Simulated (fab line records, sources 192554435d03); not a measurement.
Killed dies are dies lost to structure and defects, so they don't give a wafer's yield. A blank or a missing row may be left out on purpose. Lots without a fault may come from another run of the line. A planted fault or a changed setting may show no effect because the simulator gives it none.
Which tool did it? | flow n5_finfet | 10 lots, 30 wafers sampled, at 4 steps of a route of 1938

WHAT THE GAUGES READ, wafer by wafer
The record holds no reading of a measuring or inspecting step that can be judged against a usual standard deviation.

WHICH TOOL RAN EACH LOT (tool, then ch and the chambers of the sampled wafers, then the start)
lot  | N5_BEOL_M9_ETCH_65                 | N5_BEOL_M9_ETCH_41                            | N5_BEOL_M9_STRIP_80                           | N5_BEOL_M9_CVD_78
L495 | rie_diel-05 ch 0,2,3, day 9 13:16  | rie_diel-05 ch 0,2,3, day 9 15:12 or earlier  | rie_diel-05 ch 0,2,3, day 9 15:12 or earlier  | cvd_co-02 ch 1,2, day 9 15:12
L496 | rie_diel-02 ch 1,2,3, day 9 21:52  | rie_diel-02 ch 1,2,3, day 9 23:33 or earlier  | rie_diel-02 ch 1,2,3, day 9 23:33 or earlier  | cvd_co-01 ch 0,1,2, day 9 23:33
L499 | rie_diel-05 ch 0,1,3, day 10 03:13 | rie_diel-05 ch 0,1,3, day 10 04:58 or earlier | rie_diel-05 ch 0,1,3, day 10 04:58 or earlier | cvd_co-02 ch 0,1, day 10 04:58
L501 | rie_diel-04 ch 0,1,2, day 11 05:28 | rie_diel-04 ch 0,1,2, day 11 07:11 or earlier | rie_diel-04 ch 0,1,2, day 11 07:11 or earlier | cvd_co-02 ch 1,2, day 11 07:11
L503 | rie_diel-02 ch 0,1,2, day 11 15:52 | rie_diel-02 ch 0,1,2, day 11 17:50 or earlier | rie_diel-02 ch 0,1,2, day 11 17:50 or earlier | cvd_co-01 ch 0,2, day 11 17:50
L507 | rie_diel-05 ch 0,1, day 12 19:38   | rie_diel-05 ch 0,1, day 12 21:29 or earlier   | rie_diel-05 ch 0,1, day 12 21:29 or earlier   | cvd_co-02 ch 0,1, day 12 21:29
L513 | rie_diel-02 ch 0,3, day 14 08:05   | rie_diel-02 ch 0,3, day 14 11:24 or earlier   | rie_diel-02 ch 0,3, day 14 11:24 or earlier   | cvd_co-02 ch 0,1, day 14 11:24
L514 | rie_diel-02 ch 0,3, day 14 21:23   | rie_diel-02 ch 0,3, day 15 00:03 or earlier   | rie_diel-02 ch 0,3, day 15 00:03 or earlier   | cvd_co-02 ch 1,2, day 15 00:03
L517 | rie_diel-05 ch 1,2,3, day 15 05:04 | rie_diel-05 ch 1,2,3, day 15 06:46 or earlier | rie_diel-05 ch 1,2,3, day 15 06:46 or earlier | cvd_co-01 ch 0,2, day 15 06:46
L518 | rie_diel-02 ch 1,2, day 16 05:49   | rie_diel-02 ch 1,2, day 16 07:17 or earlier   | rie_diel-02 ch 1,2, day 16 07:17 or earlier   | cvd_co-01 ch 0,1, day 16 07:17
- N5_BEOL_M9_ETCH_65: etches SiARC in CF4, target depth 15.6 nm, time 26 s.
- N5_BEOL_M9_ETCH_41: etches SiCN in CH3F/O2, target depth 36.6 nm, time 70.1 s.
- N5_BEOL_M9_STRIP_80: strips in N2/H2, time 10 s.
- N5_BEOL_M9_CVD_78: deposits Co from CCTBA/H2, target thk 2 nm, time 138.9 s.

WHAT THE TOOLS THEMSELVES READ (means of the sampled wafers that have a number; where no wafer has one, the mark that the record gives instead)
N5_BEOL_M9_ETCH_65. Usual: drypump_motor_current_A 5.9 A, standard deviation 0.58; etch_rf_on_time_s 26.3 s, standard deviation 0.75; oes_product_au 0.70 a.u., standard deviation 0.074; rf_vpp_V 184.2 V, standard deviation 1.3; showerhead_plenum_p_Torr 2.16 Torr, standard deviation 0.068; throttle_valve_pct 15.57 %, standard deviation 0.23.
lot  | tool        | drypump_motor_current_A (A) | etch_rf_on_time_s (s) | oes_product_au (a.u.) | rf_vpp_V (V) | showerhead_plenum_p_Torr (Torr) | throttle_valve_pct (%) | flag
L495 | rie_diel-05 | 6.1                         | 26.0                  | 0.68                  | 183.4        | 2.12                            | 15.55                  |
L496 | rie_diel-02 | 6.5                         | 26.8                  | 0.70                  | 183.5        | 2.14                            | 15.69                  |
L499 | rie_diel-05 | 5.8                         | 26.2                  | 0.64                  | 184.1        | 2.11                            | 15.55                  |
L501 | rie_diel-04 | 5.5                         | 26.0                  | 0.73                  | 184.4        | 2.19                            | 15.51                  |
L503 | rie_diel-02 | 6.0                         | 26.1                  | 0.75                  | 184.2        | 2.18                            | 15.58                  |
L507 | rie_diel-05 | 5.5                         | 25.7                  | 0.63                  | 183.3        | 2.10                            | 15.59                  |
L513 | rie_diel-02 | 6.0                         | 26.3                  | 0.67                  | 184.5        | 2.17                            | 15.62                  |
L514 | rie_diel-02 | 5.5                         | 25.5                  | 0.74                  | 184.9        | 2.21                            | 15.48                  |
L517 | rie_diel-05 | 6.1                         | 26.2                  | 0.66                  | 182.9        | 2.07                            | 15.61                  |
L518 | rie_diel-02 | 6.5                         | 26.8                  | 0.66                  | 183.5        | 2.13                            | 15.85                  |

N5_BEOL_M9_ETCH_41. Usual: drypump_motor_current_A 5.9 A, standard deviation 0.58; oes_product_au 0.82 a.u., standard deviation 0.086; rf_vpp_V 297.6 V, standard deviation 1.6; showerhead_plenum_p_Torr 2.02 Torr, standard deviation 0.065; throttle_valve_pct 16.27 %, standard deviation 0.24.
lot  | tool        | drypump_motor_current_A (A) | oes_product_au (a.u.) | rf_vpp_V (V) | showerhead_plenum_p_Torr (Torr) | throttle_valve_pct (%) | flag
L495 | rie_diel-05 | 6.1                         | 0.79                  | 297.1        | 1.98                            | 16.23                  |
L496 | rie_diel-02 | 6.4                         | 0.83                  | 297.6        | 1.99                            | 16.41                  |
L499 | rie_diel-05 | 5.8                         | 0.74                  | 296.7        | 1.97                            | 16.23                  |
L501 | rie_diel-04 | 5.5                         | 0.87                  | 297.8        | 2.05                            | 16.23                  |
L503 | rie_diel-02 | 6.0                         | 0.88                  | 298.3        | 2.03                            | 16.25                  |
L507 | rie_diel-05 | 5.6                         | 0.72                  | 296.9        | 1.96                            | 16.29                  |
L513 | rie_diel-02 | 6.0                         | 0.79                  | 297.3        | 2.02                            | 16.32                  |
L514 | rie_diel-02 | 5.5                         | 0.85                  | 298.8        | 2.06                            | 16.14                  |
L517 | rie_diel-05 | 6.1                         | 0.76                  | 295.2        | 1.92                            | 16.29                  |
L518 | rie_diel-02 | 6.5                         | 0.79                  | 297.8        | 1.99                            | 16.55                  |

N5_BEOL_M9_STRIP_80. Usual: drypump_motor_current_A 5.9 A, standard deviation 0.58; n2_flow_sccm 200.0 sccm, standard deviation 0.65; oes_product_au 0.83 a.u., standard deviation 0.085; rf_vpp_V 59.2 V, standard deviation 0.84; showerhead_plenum_p_Torr 2.56 Torr, standard deviation 0.084; throttle_valve_pct 23.65 %, standard deviation 0.29.
lot  | tool        | drypump_motor_current_A (A) | n2_flow_sccm (sccm) | oes_product_au (a.u.) | rf_vpp_V (V) | showerhead_plenum_p_Torr (Torr) | throttle_valve_pct (%) | flag
L495 | rie_diel-05 | 6.1                         | 200.1               | 0.79                  | 59.2         | 2.52                            | 23.69                  |
L496 | rie_diel-02 | 6.5                         | 199.9               | 0.84                  | 59.1         | 2.53                            | 23.82                  |
L499 | rie_diel-05 | 5.8                         | 199.4               | 0.75                  | 59.2         | 2.50                            | 23.73                  |
L501 | rie_diel-04 | 5.5                         | 199.6               | 0.86                  | 59.5         | 2.60                            | 23.74                  |
L503 | rie_diel-02 | 6.0                         | 199.9               | 0.89                  | 58.9         | 2.58                            | 23.75                  |
L507 | rie_diel-05 | 5.5                         | 200.2               | 0.73                  | 58.4         | 2.49                            | 23.68                  |
L513 | rie_diel-02 | 6.0                         | 200.3               | 0.80                  | 59.2         | 2.57                            | 23.55                  |
L514 | rie_diel-02 | 5.5                         | 200.1               | 0.87                  | 59.4         | 2.63                            | 23.48                  |
L517 | rie_diel-05 | 6.1                         | 199.9               | 0.77                  | 59.1         | 2.44                            | 23.59                  |
L518 | rie_diel-02 | 6.5                         | 199.8               | 0.80                  | 59.4         | 2.52                            | 23.98                  |

N5_BEOL_M9_CVD_78. Usual: run_length_s 161.7 s, standard deviation 0.61.
lot  | tool      | run_length_s (s) | flag
L495 | cvd_co-02 | 161.5            |
L496 | cvd_co-01 | 161.4            |
L499 | cvd_co-02 | 161.9            |
L501 | cvd_co-02 | 161.2            |
L503 | cvd_co-01 | 161.8            |
L507 | cvd_co-02 | 162.2            |
L513 | cvd_co-02 | 163.0            |
L514 | cvd_co-02 | 161.7            |
L517 | cvd_co-01 | 162.1            |
L518 | cvd_co-01 | 161.2            |

THE ANSWER, worked out from the rows above alone
Rule: a lot is off if the mean of its wafers that have a number lies more than 3 standard deviations from the usual mean. A lot without any number at a reading at which 4 lots or more have one is off too. The other lots that the step has rows for count as sound. The gauges are gone through in route order, then the tools' own readings, and for those a lot's mean is taken as printed above. The first step at which some lot is off is used, and at that step the reading that is off furthest; a lot without a number counts as furthest.
No lot is off at any reading shown: from this, nothing can be told.

WHAT THE SIMULATOR HAD PUT IN
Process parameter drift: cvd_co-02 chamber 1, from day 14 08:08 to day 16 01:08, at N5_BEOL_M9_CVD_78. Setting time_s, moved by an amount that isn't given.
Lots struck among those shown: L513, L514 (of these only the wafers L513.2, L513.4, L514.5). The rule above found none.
